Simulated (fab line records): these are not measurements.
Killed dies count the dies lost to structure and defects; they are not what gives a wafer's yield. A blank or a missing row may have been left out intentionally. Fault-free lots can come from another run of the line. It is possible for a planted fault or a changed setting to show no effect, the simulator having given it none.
fab line records	flow nandHarc
[record] lots = 7	wafers = 21	lastDay = 24
route steps=1159 shown A_WL_FILL@828 A_CONTACT@840 END@1159
lots with no fault: from the same line, run without faults
startH: the number of hours between the record's first day and the start of the first shown wafer of the lot	waitH: time in hours since the lot's previous step	" same as the row above	L1.1+2: one row covering several wafers at once	- no value present, or no start provided	* or withheld: withheld	< > ~ a bound
route shown NAME@n: NAME is a module with steps in the file, n the number in the route of the first one	usual: mean/standard deviation taken from wafers without a fault	same: alike in all rows	chamber/n: place in a boat	sites: per-site readings	_std_site: the standard deviation of these	_edge_site: inner sites' mean taken away from outer sites' mean	radiusMm: for every site, how far away it sits from the centre of the wafer	mask NAME#n: copy n	behind: the tool/chamber that last shaped the wafer	hold: what put the lot on hold/how long, in hours/how the hold closed	device: which transistor (n, p or np) failed to switch	end of line: the route-end tests of the same wafers	step lacking rows: just its recipe	killed: dies lost to structure and defects at the first sort, not the wafer's yield	map: per-die view of a wafer (x killed, . not killed, _ where there is no die)
set.NAME: the setting as run; set.NAME@STEP: as run at that earlier step	model.NAME: the simulator's own value behind a step, which no gauge read
lots at selected steps of the route; one table per step, one row per wafer
services: the hour from which a tool's chamber was out of use, counted from the record's first day as startH (under 0 if before that day), plus the number of hours and why
[[steps]]
[step NHARC_A_WL_FILL_CVD_23]
[recipe] targetThkA = 400	tempC = 620	pressureMtorr = 200	timeS = 800	material = poly-Si
[step NHARC_A_WL_FILL_ETCHBACK_26]
[recipe] targetDepthA = 520	timeS = 13.3	hbrFlowSccm = 150	rfW = 350	icpW = 350	biasW = 60	chemistry = HBr
[usual] drypumpMotorCurrentA = 5.9/0.49	oesProductAu = 1.000/0.0062	throttleValvePct = 23.266/0.0094
lot.wafer	tool	chamber	startH	waitH	drypumpMotorCurrentA	oesProductAu	rfHoursCounterH	throttleValvePct
L389.3	rieSi-03	1	384.62	0.4	5.5	0.998	0.37	23.267
L389.6	"	0	"	"	5.8	0.994	-	23.262
L389.5	"	1	"	"	5.5	0.993	-	23.259
L387.1	rieSi-06	1	384.62	0.4	6.2	0.995	0.21	23.265
L387.5	"	0	"	"	6.3	0.987	-	23.277
L387.6	"	1	"	"	6.2	0.997	-	23.272
L390.1	rieSi-04	0	415.80	0.4	5.2	1.001	0.66	23.259
L390.5	"	0	"	"	5.2	1.006	-	23.243
L390.6	"	1	"	"	6.7	1.000	-	23.263
L396.3	rieSi-04	0	429.28	0.4	5.2	1.001	0.69	23.283
L396.1	"	3	"	"	5.8	0.998	0.74	23.264
L396.6	"	1	"	"	6.7	0.992	-	23.251
L393.2	rieSi-03	0	429.32	0.4	5.7	1.009	0.73	23.269
L393.4	"	1	"	"	5.5	1.000	0.79	23.261
L393.5	"	2	"	"	4.9	0.994	-	23.284
L405.2	rieSi-03	0	481.33	0.4	5.7	0.999	0.96	23.259
L405.6	"	0	"	"	5.8	0.999	-	23.255
L405.5	"	1	"	"	5.4	0.993	-	23.272
L399.2	rieSi-06	2	481.35	0.4	5.9	0.999	0.94	23.274
L399.1	"	3	"	"	6.1	1.004	0.84	23.270
L399.6	"	0	"	"	6.2	0.986	-	23.265
[step NHARC_A_WL_FILL_PRECLEAN_30]
[recipe] timeS = 10	chemistry = dHF
[step NHARC_A_WL_FILL_SRD_14]
[step NHARC_A_WL_FILL_ALD_19]
[recipe] targetThkA = 20	pulseTimeS = 3	aldCycles = 100	tempC = 450	material = TiN
[usual] heaterPowerW = 1110/99	precursorPulseHeightRel = 1.001/0.02
lot.wafer	tool	chamber	startH	waitH	heaterPowerW	precursorPulseHeightRel
L389.3	aldMetal-03	2	384.89	0.1	1154	0.995
L389.5	"	1	"	"	1051	1.029
L389.6	"	2	"	"	1160	1.006
L387.1	aldMetal-04	1	384.91	0.1	1270	0.989
L387.6	"	3	"	"	1195	0.970
L387.5	"	0	"	"	1411	1.000
L390.1	aldMetal-02	3	416.10	0.1	1139	0.981
L390.5	"	3	"	"	1105	0.998
L390.6	"	0	"	"	929	0.978
L396.1	aldMetal-02	1	429.57	0.1	1131	0.983
L396.3	"	2	"	"	1027	1.038
L396.6	"	1	"	"	1118	0.996
L393.4	aldMetal-03	0	429.60	0.1	1041	1.009
L393.2	"	1	"	"	1047	1.035
L393.5	"	3	"	"	1038	1.000
L399.1	aldMetal-04	0	481.63	0.1	1275	0.974
L399.2	"	1	"	"	1240	1.002
L399.6	"	2	"	"	1114	1.019
L405.2	aldMetal-03	2	481.65	0.2	1155	0.997
L405.5	"	1	"	"	1083	1.008
L405.6	"	2	"	"	1141	1.021
[step NHARC_A_WL_FILL_CVD_20]
[recipe] targetThkA = 750	tempC = 300	pressureTorr = 40	wf6FlowSccm = 40	h2FlowSccm = 1600	arFlowSccm = 1560	timeS = 5064	material = W
[usual] heaterPowerW = 488/22	mfcH2Sccm = 1600/4.5	throttleValvePct = 7.99/0.22
lot.wafer	tool	chamber	startH	waitH	heaterPowerW	mfcH2Sccm	throttleValvePct
L387.1	cvdW-01	0	-	-	479	1602	8.08
L387.6	"	0	"	"	502	1605	8.13
L387.5	"	1	"	"	459	1607	7.88
L389.3	cvdW-01	1	-	-	464	1601	8.02
L389.6	"	0	"	"	488	1606	7.88
L389.5	"	1	"	"	481	1595	7.71
L390.1	cvdW-02	1	-	-	517	1602	7.71
L390.6	"	0	"	"	486	1598	8.03
L390.5	"	1	"	"	525	1595	7.65
L393.2	cvdW-02	0	-	-	496	1594	7.88
L393.4	"	1	"	"	520	1591	7.68
L393.5	"	0	"	"	496	1600	7.84
L396.1	cvdW-01	1	-	-	460	1602	8.06
L396.3	"	1	"	"	476	1597	8.18
L396.6	"	0	"	"	500	1598	7.83
L399.1	cvdW-02	0	-	-	492	1591	7.84
L399.2	"	1	"	"	522	1595	7.53
L399.6	"	0	"	"	496	1598	7.73
L405.2	cvdW-02	0	-	-	496	1605	7.78
L405.6	"	0	"	"	500	1600	7.81
L405.5	"	1	"	"	524	1604	7.92
[step NHARC_A_WL_FILL_CMP_12]
[recipe] tOverpolishS = 30	targetThkNm = 75
[usual] edgeZonePressureFrac = 1.000/0.0055	motorCurrentA = 12.6/1.2	overpolishRunS = 30.000/0.0099	padLifeWafers = 231/180	timeToEndpointS = 14.8/1.9
lot.wafer	tool	chamber	startH	waitH	edgeZonePressureFrac	motorCurrentA	overpolishRunS	padLifeWafers	timeToEndpointS
L387.1	cmp-03	3	390.13	4.3	1.000	11.4	30.006	204	13.0
L387.6	"	3	"	"	1.000	11.6	29.993	-	13.5
L387.5	"	0	"	"	0.997	12.6	29.993	-	10.1
L389.3	cmp-03	1	398.69	2.2	1.010	13.6	29.987	242	16.2
L389.5	"	3	"	"	1.006	11.0	29.994	-	16.1
L389.6	"	0	"	"	1.000	12.9	29.993	-	13.7
L390.1	cmp-01	2	421.40	3.6	1.011	13.0	30.008	241	17.1
L390.5	"	1	"	"	1.006	14.0	30.002	-	19.2
L390.6	"	2	"	"	1.002	13.0	29.995	-	18.1
L393.2	cmp-03	3	434.84	4.3	1.006	10.8	29.997	480	14.2
L393.4	"	0	"	"	1.004	12.9	29.996	481	12.2
L393.5	"	3	"	"	0.999	11.8	30.002	-	13.3
L396.3	cmp-03	1	439.12	2.9	1.006	13.2	30.001	511	16.8
L396.1	"	3	"	"	0.996	10.8	29.997	513	13.8
L396.6	"	0	"	"	0.998	12.8	30.005	-	15.0
L399.2	cmp-01	0	492.31	3.6	0.995	11.5	29.997	48	18.3
L399.1	"	2	"	"	0.998	12.5	29.975	50	18.1
L399.6	"	0	"	"	0.994	12.1	30.003	-	15.8
L405.2	cmp-03	0	496.60	4.3	0.998	11.4	30.002	181	15.3
L405.6	"	3	"	"	1.000	10.9	29.992	-	17.1
L405.5	"	0	"	"	0.996	12.9	30.002	-	15.0
[step NHARC_A_WL_FILL_SRD_31]
[step NHARC_A_WL_FILL_INSPECT_15]
[usual] rawDefectCount = 389/120
lot.wafer	tool	chamber	startH	waitH	rawDefectCount
L387.1	defectInspect-02	-	390.61	0.0	280
L387.5	"	-	"	"	442
L387.6	"	-	"	"	404
L389.3	defectInspect-01	-	399.13	0.0	432
L389.5	"	-	"	"	413
L389.6	"	-	"	"	538
L390.1	defectInspect-01	-	421.86	0.0	523
L390.5	"	-	"	"	514
L390.6	"	-	"	"	608
L393.2	defectInspect-01	-	435.31	0.0	627
L393.4	"	-	"	"	526
L393.5	"	-	"	"	492
L396.1	defectInspect-01	-	439.57	0.0	388
L396.3	"	-	"	"	394
L396.6	"	-	"	"	406
L399.1	defectInspect-01	-	492.78	0.0	389
L399.2	"	-	"	"	375
L399.6	"	-	"	"	449
L405.2	defectInspect-01	-	497.04	0.0	629
L405.5	"	-	"	"	417
L405.6	"	-	"	"	505
[step NHARC_A_CONTACT_DEP_24]
[recipe] targetThkA = 5000	tempC = 400	pressureTorr = 6.5	rfW = 900	teosFlowSccm = 161.4	flowSccm = 2650	targetThkNm = 500	gas = O2	material = SiO2
[usual] flowSccm = 2651/7.9	heaterPowerW = 517/83	mfcPrecursorSccm = 161.4/0.5	showerheadVppV = 1868/98	throttleValvePct = 16.2/0.59
lot.wafer	tool	chamber	startH	waitH	flowSccm	heaterPowerW	mfcPrecursorSccm	showerheadVppV	throttleValvePct
L387.1	pecvd-02	2	390.80	0.2	2643	513	161.9	1760	16.9
L387.6	"	0	"	"	2649	470	160.8	1942	16.4
L387.5	"	2	"	"	2646	515	161.8	1762	16.5
L389.3	pecvd-04	1	399.19	0.1	2651	527	161.0	1817	15.0
L389.5	"	1	"	"	2644	379	161.1	1806	14.9
L389.6	"	0	"	"	2642	592	161.3	1999	15.9
L390.1	pecvd-02	1	422.04	0.2	2643	639	161.4	1852	16.2
L390.6	"	0	"	"	2653	474	162.0	1972	16.3
L390.5	"	1	"	"	2651	643	162.1	1883	16.0
L393.2	pecvd-02	0	435.44	0.1	2652	394	161.4	1945	16.6
L393.5	"	0	"	"	2638	435	160.8	1959	16.1
L393.4	"	2	"	"	2650	495	161.4	1727	16.7
L393.2	pecvd-02	0	436.04	-	2655	395	161.9	2000	16.4
L393.5	"	0	"	"	2650	432	161.9	1969	16.6
L393.4	"	2	"	"	2647	485	161.9	1723	16.6
L396.3	pecvd-04	1	439.70	0.1	2651	446	162.2	1795	15.1
L396.1	"	2	"	"	2645	512	162.1	1786	15.6
L396.6	"	2	"	"	2656	531	162.4	1827	15.8
L396.3	pecvd-04	1	440.75	-	2643	445	161.5	1813	15.1
L396.1	"	2	"	"	2670	514	161.3	1774	15.5
L396.6	"	2	"	"	2667	541	162.0	1778	15.6
L399.1	pecvd-02	2	492.84	0.1	2650	462	160.2	1769	16.7
L399.2	"	0	"	"	2660	421	161.1	1943	16.7
L399.6	"	2	"	"	2652	474	160.9	1756	16.7
L399.1	pecvd-02	2	493.55	-	2644	441	162.1	1740	16.8
L399.2	"	0	"	"	2655	415	161.0	2003	16.7
L399.6	"	2	"	"	2647	470	162.0	1739	16.6
L405.2	pecvd-02	2	497.12	0.1	2645	513	161.7	1759	16.5
L405.6	"	2	"	"	2663	396	161.0	1739	16.8
L405.5	"	0	"	"	2661	422	161.3	1953	16.5
[step NHARC_END_SORT_01]
[recipe] tempC = 25
[usual] killedAtArray = 27/10	killedAtOther = 0.6/1	killedAtPeriphery = 3.4/2.7	killedDies = 31/9.7	killedOpen = 3.4/1.7	killedShort = 2.2/1.5
[same] grossDies = 677
lot.wafer	tool	chamber	startH	waitH	killedAtArray	killedAtOther	killedAtPeriphery	killedDies	killedOpen	killedShort
L387.1	prober-02	0	466.11	2.5	27	1	8	36	7	3
L387.5	prober-02	0	469.32	3.7	29	0	3	32	3	1
L387.6	prober-02	0	470.13	4.0	18	0	6	24	2	2
L389.3	prober-02	0	475.49	3.1	12	2	3	17	8	2
L389.5	prober-02	0	477.10	3.7	17	0	0	17	3	3
L389.6	prober-02	0	477.90	4.0	14	0	4	18	4	2
L390.1	prober-01	0	494.03	2.5	20	1	4	25	5	5
L390.5	prober-01	0	497.29	3.8	13	0	0	13	1	0
L390.6	prober-01	0	498.11	4.1	7	0	3	10	3	1
L396.1	prober-02	0	526.27	2.5	28	6	2	36	2	0
L396.3	prober-02	0	527.86	3.1	30	3	1	34	3	2
L396.6	prober-02	0	530.25	4.0	25	3	0	28	4	0
L393.2	prober-01	0	527.09	2.8	47	0	2	49	5	1
L393.4	prober-01	0	528.71	3.4	43	0	1	44	2	3
L393.5	prober-01	0	529.52	3.7	32	1	3	36	4	2
L405.2	prober-02	0	567.82	2.8	23	0	12	35	5	0
L405.5	prober-02	0	570.19	3.6	22	0	13	35	7	2
L405.6	prober-02	0	570.97	3.9	21	0	4	25	1	2
L399.1	prober-01	0	570.70	2.5	51	0	3	54	6	6
L399.2	prober-01	0	571.49	2.8	41	0	3	44	2	0
L399.6	prober-01	0	574.65	4.0	46	0	2	48	3	2
// killed by level:class
L387.1 A_CHANNEL_HOLE_D1:chamberFilmFlake=13 A_ONON_D1:geometricParticle:open=3 P_ZERO_WELL:chamberFilmFlake=3 P_CONTACT:geometricParticle:open=2 A_ONON_D1:geometricParticle:short=2 A_CHANNEL_FILL_D1:chamberFilmFlake=2 A_STAIRCASE:chamberFilmFlake=2 P_M0:geometricParticle:short=1
L387.5 A_CHANNEL_HOLE_D1:chamberFilmFlake=20 A_STAIRCASE:chamberFilmFlake=4 P_ZERO_WELL:chamberFilmFlake=3 A_WL_FILL:geometricParticle:open=2 A_CONTACT:geometricParticle:open=1 A_M0:geometricParticle:short=1 A_CHANNEL_FILL_D1:chamberFilmFlake=1
L387.6 A_CHANNEL_HOLE_D1:chamberFilmFlake=13 P_ZERO_WELL:chamberFilmFlake=3 A_STAIRCASE:chamberFilmFlake=2 P_STI:geometricParticle:short=1 P_GATE:geometricParticle:short=1 A_CONTACT:geometricParticle:open=1 A_BLC:geometricParticle:open=1 P_STI:chamberFilmFlake=1
L389.3 A_CONTACT:geometricParticle:open=3 P_GATE:chamberFilmFlake=2 A_ONON_D1:geometricParticle:short=1 A_ONON_D1:geometricParticle:open=1 A_CHANNEL_FILL_D1:geometricParticle:open=1 A_M0:geometricParticle:open=1 A_BONDPAD:geometricParticle:open=1 STARTING-WAFER:geometricParticle:open=1
L389.5 A_STAIRCASE:chamberFilmFlake=5 A_CHANNEL_HOLE_D1:chamberFilmFlake=4 A_CONTACT:geometricParticle:open=2 A_ONON_D1:geometricParticle:short=1 A_WL_FILL:geometricParticle:short=1 A_BLC:geometricParticle:open=1 A_M0:geometricParticle:short=1 A_SLIT:chamberFilmFlake=1
L389.6 A_CHANNEL_HOLE_D1:chamberFilmFlake=5 A_STAIRCASE:chamberFilmFlake=2 P_CONTACT:geometricParticle:short=1 P_M0:geometricParticle:open=1 A_SOURCE_PLATE:geometricParticle:open=1 A_CHANNEL_HOLE_D1:geometricParticle:short=1 A_CONTACT:geometricParticle:open=1 A_BLC:geometricParticle:open=1
L390.1 A_CHANNEL_HOLE_D1:chamberFilmFlake=6 A_CONTACT:geometricParticle:short=2 A_CONTACT:geometricParticle:open=2 P_M0:chamberFilmFlake=2 A_ZERO_WELL:chamberFilmFlake=2 A_STAIRCASE:chamberFilmFlake=2 P_M0:geometricParticle:open=1 A_ONON_D1:geometricParticle:short=1
L390.5 A_CHANNEL_HOLE_D1:chamberFilmFlake=6 A_STAIRCASE:chamberFilmFlake=4 A_ONON_D1:geometricParticle:open=1 A_ZERO_WELL:chamberFilmFlake=1 A_CONTACT:chamberFilmFlake=1
L390.6 A_STAIRCASE:chamberFilmFlake=3 P_GATE:geometricParticle:open=1 A_ONON_D1:geometricParticle:open=1 A_CHANNEL_FILL_D1:geometricParticle:open=1 A_CONTACT:geometricParticle:short=1 P_GATE:chamberFilmFlake=1 P_M0:chamberFilmFlake=1 A_CONTACT:chamberFilmFlake=1
L396.1 A_SLIT:chamberFilmFlake=16 THIN_TSV:chamberFilmFlake=6 A_CONTACT:chamberFilmFlake=4 A_CHANNEL_HOLE_D1:chamberFilmFlake=3 P_GATE:chamberFilmFlake=2 A_WL_FILL:chamberFilmFlake=2 A_CHANNEL_FILL_D1:geometricParticle:open=1 A_M1:geometricParticle:open=1
L393.2 A_CHANNEL_HOLE_D1:chamberFilmFlake=24 A_SLIT:chamberFilmFlake=14 A_CONTACT:geometricParticle:open=2 A_M0:geometricParticle:open=2 A_CONTACT:chamberFilmFlake=2 A_WL_FILL:geometricParticle:open=1 A_CONTACT:geometricParticle:short=1 P_STI:chamberFilmFlake=1
L396.3 A_SLIT:chamberFilmFlake=15 A_STAIRCASE:chamberFilmFlake=4 A_CHANNEL_HOLE_D1:chamberFilmFlake=3 THIN_TSV:chamberFilmFlake=3 A_WL_FILL:chamberFilmFlake=2 A_CONTACT:chamberFilmFlake=2 P_M1:geometricParticle:open=1 A_ONON_D1:geometricParticle:short=1
L393.4 A_CHANNEL_HOLE_D1:chamberFilmFlake=19 A_SLIT:chamberFilmFlake=17 A_WL_FILL:geometricParticle:short=2 A_ONON_D1:geometricParticle:short=1 A_CHANNEL_HOLE_D1:geometricParticle:open=1 A_CONTACT:geometricParticle:open=1 P_GATE:chamberFilmFlake=1 A_STAIRCASE:chamberFilmFlake=1
L393.5 A_SLIT:chamberFilmFlake=15 A_CHANNEL_HOLE_D1:chamberFilmFlake=9 A_CONTACT:chamberFilmFlake=3 P_CONTACT:geometricParticle:open=2 A_STAIRCASE:chamberFilmFlake=2 P_M0:geometricParticle:short=1 A_CHANNEL_FILL_D1:geometricParticle:short=1 A_WL_FILL:geometricParticle:open=1
L396.6 A_SLIT:chamberFilmFlake=11 A_CONTACT:chamberFilmFlake=5 A_STAIRCASE:chamberFilmFlake=3 THIN_TSV:chamberFilmFlake=3 A_CHANNEL_HOLE_D1:chamberFilmFlake=2 A_CHANNEL_FILL_D1:geometricParticle:open=1 A_WL_FILL:geometricParticle:open=1 A_CONTACT:geometricParticle:open=1
L405.2 A_CHANNEL_HOLE_D1:chamberFilmFlake=8 A_CONTACT:chamberFilmFlake=6 A_WL_FILL:chamberFilmFlake=5 P_STI:chamberFilmFlake=3 P_GATE:chamberFilmFlake=3 P_M1:chamberFilmFlake=3 P_M0:geometricParticle:open=2 A_CONTACT:geometricParticle:open=1
L405.5 A_CONTACT:chamberFilmFlake=7 P_M1:chamberFilmFlake=5 A_STAIRCASE:chamberFilmFlake=5 P_GATE:geometricParticle:open=3 A_CHANNEL_HOLE_D1:chamberFilmFlake=3 P_STI:chamberFilmFlake=2 P_CONTACT:geometricParticle:short=1 P_M0:geometricParticle:open=1
L399.1 A_CHANNEL_HOLE_D1:chamberFilmFlake=19 A_SLIT:chamberFilmFlake=15 A_CONTACT:chamberFilmFlake=4 A_WL_FILL:geometricParticle:short=3 A_ONON_D1:geometricParticle:open=2 A_STAIRCASE:chamberFilmFlake=2 P_GATE:geometricParticle:short=1 P_M2:geometricParticle:open=1
L405.6 A_CHANNEL_HOLE_D1:chamberFilmFlake=9 P_M1:chamberFilmFlake=4 A_WL_FILL:chamberFilmFlake=3 A_CONTACT:chamberFilmFlake=3 A_BONDPAD:chamberFilmFlake=2 A_CHANNEL_FILL_D1:geometricParticle:short=1 A_CONTACT:geometricParticle:short=1 A_M0:geometricParticle:open=1
L399.2 A_CHANNEL_HOLE_D1:chamberFilmFlake=21 A_SLIT:chamberFilmFlake=12 A_STAIRCASE:chamberFilmFlake=4 A_CONTACT:chamberFilmFlake=2 P_M0:geometricParticle:open=1 A_CHANNEL_FILL_D1:geometricParticle:open=1 P_STI:chamberFilmFlake=1 P_GATE:chamberFilmFlake=1
L399.6 A_SLIT:chamberFilmFlake=17 A_CHANNEL_HOLE_D1:chamberFilmFlake=15 A_CONTACT:chamberFilmFlake=5 A_WL_FILL:geometricParticle:open=3 A_STAIRCASE:chamberFilmFlake=3 A_CHANNEL_FILL_D1:geometricParticle:short=1 A_SGD_CUT:geometricParticle:short=1 P_ZERO_WELL:chamberFilmFlake=1
[[services]]
tool	chamber	startH	hours	kind
aldMetal-02	-	364.00	10.0	pm
rieSi-04	3	371.10	7.0	repair
rieSi-03	3	371.78	3.9	repair
cmp-01	-	375.57	4.0	pm
pecvd-04	-	376.00	13.0	pm
cvdW-02	-	381.82	13.0	pm
cvdW-02	0	381.82	13.0	ventCycle
cvdW-02	1	381.82	13.0	ventCycle
aldMetal-02	3	385.38	2.7	repair
rieSi-04	3	402.06	4.9	repair
rieSi-04	2	411.25	31.4	repair
pecvd-04	2	412.57	10.0	repair
rieSi-04	-	420.81	3.7	repair
aldMetal-03	2	423.43	4.2	repair
rieSi-03	-	433.07	0.5	repair
cmp-01	-	440.55	3.1	repair
cmp-03	-	451.15	4.0	pm
rieSi-04	-	453.00	9.0	pm
cmp-03	-	455.15	-	consumableReplace:conditioner
cmp-03	-	455.15	-	consumableReplace:pad
cmp-01	-	473.57	4.0	pm
cvdW-01	-	474.10	13.0	pm
aldMetal-03	3	480.99	26.5	repair
pecvd-02	1	494.81	10.6	repair
[[key]]
[firstSign] step = NHARC_A_CONTACT_DEP_24	reading = visit	direction = added
effect none on later readings
metAt NHARC_A_CONTACT_DEP_24
struckWafers L393.2,L393.4,L393.5,L396.1,L396.3,L396.6,L399.1,L399.2,L399.6
testerLeftOut L393,L396,L399
[fault] kind = repeatedStepWhole	tool = pecvd-01,pecvd-02,pecvd-04	chamber = -	onsetH = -	steps = NHARC_A_CONTACT_DEP_24	times = 1	scope = struckLotsOnly
// testerLeftOut: of these lots the tester's yield and bins aren't shown, on N5 and GAA mostly nor the transistor test; their killed dies are dies lost to structure and defects alone, not to doping, threshold or leakage, so they don't give the yield
